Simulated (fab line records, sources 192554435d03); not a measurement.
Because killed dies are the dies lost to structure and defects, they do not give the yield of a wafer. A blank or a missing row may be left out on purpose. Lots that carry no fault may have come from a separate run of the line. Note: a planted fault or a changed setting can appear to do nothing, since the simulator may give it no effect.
Which tool did it?    flow n5Finfet    9 lots with 25 wafers sampled at 6 steps, on a route of 1938 steps

## WHAT THE GAUGES READ, wafer by wafer
N5_GATE_CUT_THK_MEAS_24. Usual: GC_FILL_THK 220.5 nm, standard deviation 2.6.
lot   measured      on            GC_FILL_THK (nm)   flag
L834  day 5 03:50   filmMetro-01  219.7 224.2 218.8  
L835  day 5 09:43   filmMetro-01  218.0 223.3 224.5  
L838  day 6 01:48   filmMetro-01  220.1 223.4        
L839  day 6 11:49   filmMetro-02  225.9 217.4        
L840  day 6 18:33   filmMetro-02  223.4 224.0 219.6  
L842  day 7 06:59   filmMetro-01  219.3 221.4 219.5  
L843  day 7 08:09   filmMetro-01  220.0 219.3 224.5  
L853  day 10 01:55  filmMetro-01  216.0 184.9 218.5  OFF
L854  day 10 03:08  filmMetro-01  185.9 183.4 222.2  OFF

## WHAT TOOL EACH LOT RAN ON (gives the tool, then ch and the chambers of the sampled wafers, and finally the start)
lot   N5_GATE_CUT_HM_DEP_46           N5_GATE_CUT_DESCUM_18             N5_GATE_CUT_ETCH_36               N5_GATE_CUT_ETCH_37               N5_GATE_CUT_HM_OPEN_40
L834  pecvd-04 ch 0,1,2, day 5 00:38  rieDiel-06 ch 0,2, day 5 01:13    rieDiel-06 ch 0,2, day 5 01:17    rieDiel-06 ch 0,2, day 5 01:18    rieDiel-06 ch 0,2, day 5 01:23
L835  pecvd-01 ch 0,1,2, day 5 06:34  rieDiel-03 ch 1,3, day 5 07:05    rieDiel-03 ch 1,3, day 5 07:08    rieDiel-03 ch 1,3, day 5 07:10    rieDiel-03 ch 1,3, day 5 07:15
L838  pecvd-02 ch 0, day 5 22:36      rieDiel-03 ch 2,3, day 5 23:08    rieDiel-03 ch 2,3, day 5 23:11    rieDiel-03 ch 2,3, day 5 23:13    rieDiel-03 ch 2,3, day 5 23:18
L839  pecvd-04 ch 0,2, day 6 08:45    rieDiel-06 ch 1,3, day 6 09:11    rieDiel-06 ch 1,3, day 6 09:15    rieDiel-06 ch 1,3, day 6 09:16    rieDiel-06 ch 1,3, day 6 09:22
L840  pecvd-04 ch 0,2, day 6 15:28    rieDiel-03 ch 1,2, day 6 15:55    rieDiel-03 ch 1,2, day 6 15:58    rieDiel-03 ch 1,2, day 6 16:00    rieDiel-03 ch 1,2, day 6 16:05
L842  pecvd-01 ch 0,1,2, day 7 03:55  rieDiel-05 ch 0,1, day 7 04:22    rieDiel-05 ch 0,1, day 7 04:25    rieDiel-05 ch 0,1, day 7 04:26    rieDiel-05 ch 0,1, day 7 04:32
L843  pecvd-04 ch 0,2, day 7 04:32    rieDiel-05 ch 1,2,3, day 7 05:11  rieDiel-05 ch 1,2,3, day 7 05:14  rieDiel-05 ch 1,2,3, day 7 05:16  rieDiel-05 ch 1,2,3, day 7 05:21
L853  pecvd-01 ch 0,1,2, day 9 22:50  rieDiel-06 ch 1,2, day 9 23:16    rieDiel-06 ch 1,2, day 9 23:20    rieDiel-06 ch 1,2, day 9 23:21    rieDiel-06 ch 1,2, day 9 23:26
L854  pecvd-01 ch 0,1, day 9 23:53    rieDiel-06 ch 0,1, day 10 00:28   rieDiel-06 ch 0,1, day 10 00:31   rieDiel-06 ch 0,1, day 10 00:32   rieDiel-06 ch 0,1, day 10 00:37
- N5_GATE_CUT_HM_DEP_46: deposits SiO2 from TEOS/O2, target thk 130 nm, time 26.6 s.
- N5_GATE_CUT_DESCUM_18: chemistry O2, time 7 s.
- N5_GATE_CUT_ETCH_36: etches SiARC in CF4, target depth 13 nm, time 21.7 s.
- N5_GATE_CUT_ETCH_37: etches SOC in N2/H2, target depth 60 nm, overetch 12 nm, time 90 s.
- N5_GATE_CUT_HM_OPEN_40: chemistry C4F6/O2, target SiO2, target depth 139 nm, time 85.1 s.

## WHAT THE TOOLS THEMSELVES READ (means of the sampled wafers that have a number; where no wafer has one, the mark that the record gives instead)
N5_GATE_CUT_HM_DEP_46. Usual: heaterPowerW 488 W, standard deviation 66; showerheadPlenumPTorr 8.32 Torr, standard deviation 0.032; throttleValvePct 19.2 %, standard deviation 1.1.
lot   tool      heaterPowerW (W)  showerheadPlenumPTorr (Torr)  throttleValvePct (%)  flag
L834  pecvd-04  493               8.30                          19.1                  
L835  pecvd-01  452               8.33                          18.9                  
L838  pecvd-02  528               8.32                          20.3                  
L839  pecvd-04  544               8.27                          18.5                  
L840  pecvd-04  520               8.27                          18.6                  
L842  pecvd-01  484               8.34                          19.1                  
L843  pecvd-04  439               8.28                          18.8                  
L853  pecvd-01  479               8.34                          19.1                  
L854  pecvd-01  518               8.33                          18.9                  

N5_GATE_CUT_DESCUM_18. Usual: drypumpMotorCurrentA 5.77 A, standard deviation 0.28; oesProductAu 0.79 a.u., standard deviation 0.082; rfVppV 242.6 V, standard deviation 1.4; showerheadPlenumPTorr 2.05 Torr, standard deviation 0.069; throttleValvePct 20.43 %, standard deviation 0.18.
lot   tool        drypumpMotorCurrentA (A)  oesProductAu (a.u.)  rfVppV (V)  showerheadPlenumPTorr (Torr)  throttleValvePct (%)  flag
L834  rieDiel-06  5.48                      0.84                 241.9       2.03                          20.42                 
L835  rieDiel-03  5.80                      0.78                 241.6       2.03                          20.43                 
L838  rieDiel-03  5.89                      0.74                 242.2       2.00                          20.46                 
L839  rieDiel-06  5.75                      0.77                 241.9       2.01                          20.38                 
L840  rieDiel-03  5.99                      0.74                 243.2       2.05                          20.28                 
L842  rieDiel-05  5.61                      0.92                 244.8       2.14                          20.46                 
L843  rieDiel-05  5.69                      0.78                 244.0       2.12                          20.44                 
L853  rieDiel-06  5.43                      0.90                 244.6       2.18                          20.49                 
L854  rieDiel-06  5.61                      0.78                 241.9       2.03                          20.44                 

N5_GATE_CUT_ETCH_36. Usual: cf4FlowSccm 100.0 sccm, standard deviation 0.33; drypumpMotorCurrentA 5.76 A, standard deviation 0.28; etchRfOnTimeS 21.4 s, standard deviation 0.85; mfcArSccm 100.0 sccm, standard deviation 0.42; oesProductAu 0.68 a.u., standard deviation 0.069; rfVppV 183.6 V, standard deviation 1.1; showerheadPlenumPTorr 2.11 Torr, standard deviation 0.069; throttleValvePct 15.63 %, standard deviation 0.19.
lot   tool        cf4FlowSccm (sccm)  drypumpMotorCurrentA (A)  etchRfOnTimeS (s)  mfcArSccm (sccm)  oesProductAu (a.u.)  rfVppV (V)  showerheadPlenumPTorr (Torr)  throttleValvePct (%)  flag
L834  rieDiel-06  99.8                5.48                      21.6               100.3             0.72                 183.7       2.08                          15.48                 
L835  rieDiel-03  100.1               5.79                      21.4               99.6              0.68                 183.5       2.10                          15.78                 
L838  rieDiel-03  100.0               5.91                      21.5               100.2             0.65                 184.1       2.06                          15.73                 
L839  rieDiel-06  100.0               5.77                      20.9               100.1             0.68                 183.4       2.06                          15.55                 
L840  rieDiel-03  100.1               6.00                      20.6               100.5             0.67                 183.3       2.13                          15.65                 
L842  rieDiel-05  100.1               5.60                      20.8               100.0             0.79                 184.7       2.20                          15.72                 
L843  rieDiel-05  100.4               5.68                      22.2               99.9              0.66                 184.9       2.19                          15.73                 
L853  rieDiel-06  100.3               5.44                      21.0               100.1             0.78                 185.1       2.22                          15.54                 
L854  rieDiel-06  100.1               5.61                      21.6               99.8              0.68                 182.9       2.06                          15.53                 

N5_GATE_CUT_ETCH_37. Usual: drypumpMotorCurrentA 5.77 A, standard deviation 0.28; oesProductAu 0.71 a.u., standard deviation 0.072; rfVppV 522.4 V, standard deviation 2.4; showerheadPlenumPTorr 2.50 Torr, standard deviation 0.086; throttleValvePct 17.86 %, standard deviation 0.21.
lot   tool        drypumpMotorCurrentA (A)  oesProductAu (a.u.)  rfVppV (V)  showerheadPlenumPTorr (Torr)  throttleValvePct (%)  flag
L834  rieDiel-06  5.48                      0.76                 521.4       2.47                          17.84                 
L835  rieDiel-03  5.79                      0.70                 522.1       2.49                          18.01                 
L838  rieDiel-03  5.89                      0.67                 521.5       2.44                          17.88                 
L839  rieDiel-06  5.75                      0.69                 520.1       2.44                          17.79                 
L840  rieDiel-03  6.01                      0.68                 523.5       2.52                          17.87                 
L842  rieDiel-05  5.61                      0.80                 525.4       2.63                          17.98                 
L843  rieDiel-05  5.70                      0.70                 524.9       2.58                          17.85                 
L853  rieDiel-06  5.44                      0.80                 525.1       2.65                          17.90                 
L854  rieDiel-06  5.61                      0.70                 521.9       2.45                          17.88                 

N5_GATE_CUT_HM_OPEN_40. Usual: drypumpMotorCurrentA is 5.77 A with standard deviation 0.28, etchRfOnTimeS is 93.8 s with standard deviation 2.7, mfcArSccm is 299.9 sccm with standard deviation 1, oesProductAu is 0.72 a.u. with standard deviation 0.075, rfVppV is 664 V with standard deviation 15, showerheadPlenumPTorr is 2.79 Torr with standard deviation 0.094, and throttleValvePct is 20.91 % with standard deviation 0.25.
lot   tool        drypumpMotorCurrentA (A)  etchRfOnTimeS (s)  mfcArSccm (sccm)  oesProductAu (a.u.)  rfVppV (V)  showerheadPlenumPTorr (Torr)  throttleValvePct (%)  flag
L834  rieDiel-06  5.49                      93.4               299.7             0.78                 671         2.76                          20.81                 
L835  rieDiel-03  5.80                      95.0               300.0             0.71                 666         2.77                          21.00                 
L838  rieDiel-03  5.87                      95.9               300.0             0.68                 656         2.75                          21.06                 
L839  rieDiel-06  5.75                      92.9               299.2             0.70                 656         2.71                          20.68                 
L840  rieDiel-03  6.01                      95.0               299.6             0.69                 646         2.82                          20.92                 
L842  rieDiel-05  5.60                      91.1               299.4             0.84                 672         2.92                          21.02                 
L843  rieDiel-05  5.69                      95.0               300.3             0.70                 676         2.91                          21.07                 
L853  rieDiel-06  5.46                      84.0               300.0             0.82                 668         2.93                          20.86                 OFF
L854  rieDiel-06  5.62                      76.7               300.0             0.72                 654         2.70                          20.64                 OFF

## THE ANSWER, worked out from the rows above alone
Rule: a lot is off if the mean of its wafers that have a number lies more than 3 standard deviations from the usual mean. A lot without any number at a reading at which 4 lots or more have one is off too. Where the step has rows for the other lots, those lots are counted as sound. Order of review: gauges by route order, followed by the tools' own readings, for which a lot's mean as printed above is used. The first step at which some lot is off is used, and at that step the reading that is off furthest; a lot without a number counts as furthest.
Off: at N5_GATE_CUT_THK_MEAS_24 (GC_FILL_THK), L853, L854.
If a tool, at a process step before that reading, ran all the lots that are off and no sound lot after the first of them, it fits. Not tried: the gauges at N5_GATE_CUT_THK_MEAS_24; whatever is off there is also off at N5_GATE_CUT_HM_OPEN_40, on other tools, and gauge error can't account for it. Can't be told from this: 2 tools fit, pecvd-01 at N5_GATE_CUT_HM_DEP_46, rieDiel-06 at N5_GATE_CUT_DESCUM_18 and N5_GATE_CUT_ETCH_36 and N5_GATE_CUT_ETCH_37 and N5_GATE_CUT_HM_OPEN_40.

## WHAT THE SIMULATOR HAD PUT IN
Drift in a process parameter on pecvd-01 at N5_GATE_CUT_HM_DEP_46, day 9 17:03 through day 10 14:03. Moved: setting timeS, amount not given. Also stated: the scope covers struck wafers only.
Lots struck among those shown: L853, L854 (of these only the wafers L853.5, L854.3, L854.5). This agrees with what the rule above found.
